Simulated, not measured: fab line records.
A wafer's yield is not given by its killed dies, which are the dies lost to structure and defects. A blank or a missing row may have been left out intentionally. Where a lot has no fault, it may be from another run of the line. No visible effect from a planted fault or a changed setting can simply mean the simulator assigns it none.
Chamber matching / flow n5_finfet / rie_diel-03 running N5_BEOL_M11_DESCUM_33: 4 sister chambers
The step chemistry O2, time 7.9 s. 4 wafers are shown with their chamber, then 8 later ones without.

WAFERS PAIRED WITH THEIR CHAMBERS
wafer=L080.2; chamber=1; drypump_motor_current_A (A)=5.63
wafer=L087.1; chamber=0; drypump_motor_current_A (A)=6.27
wafer=L087.5; chamber=3; drypump_motor_current_A (A)=5.78
wafer=L089.1; chamber=2; drypump_motor_current_A (A)=5.73

WAFERS WITH NO CHAMBER GIVEN
wafer=L089.3; drypump_motor_current_A (A)=5.60
wafer=L089.4; drypump_motor_current_A (A)=6.23
wafer=L093.1; drypump_motor_current_A (A)=6.27
wafer=L093.3; drypump_motor_current_A (A)=5.77
wafer=L093.4; drypump_motor_current_A (A)=5.74
wafer=L096.1; drypump_motor_current_A (A)=6.28
wafer=L096.4; drypump_motor_current_A (A)=5.73
wafer=L096.5; drypump_motor_current_A (A)=5.71

THE CHAMBER EACH PASSED THROUGH
wafer=L089.3; from the rows above=1; in truth=1
wafer=L089.4; from the rows above=0; in truth=0
wafer=L093.1; from the rows above=0; in truth=0
wafer=L093.3; from the rows above=can't be placed: 3 or 2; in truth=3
wafer=L093.4; from the rows above=can't be placed: 2 or 3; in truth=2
wafer=L096.1; from the rows above=0; in truth=0
wafer=L096.4; from the rows above=2; in truth=2
wafer=L096.5; from the rows above=2; in truth=2
Correct placement for 6 of the 8. From these rows, 2 cannot be placed; in 2 the true chamber is one of the candidates. 0 placed wrongly.
How it was worked out, from the rows above alone: a wafer's distance from a chamber is the root of the sum, over the readings, of the square of ((its reading less the chamber's mean) divided by the reading's scatter). The wafer belongs to the nearest chamber; if the next one is less than 2 further off, it can't be placed. A chamber's mean is the mean of its shown wafers. The scatter: with one shown wafer a chamber, the root of the mean of the squares of how far each hidden wafer lies from its nearest shown one.
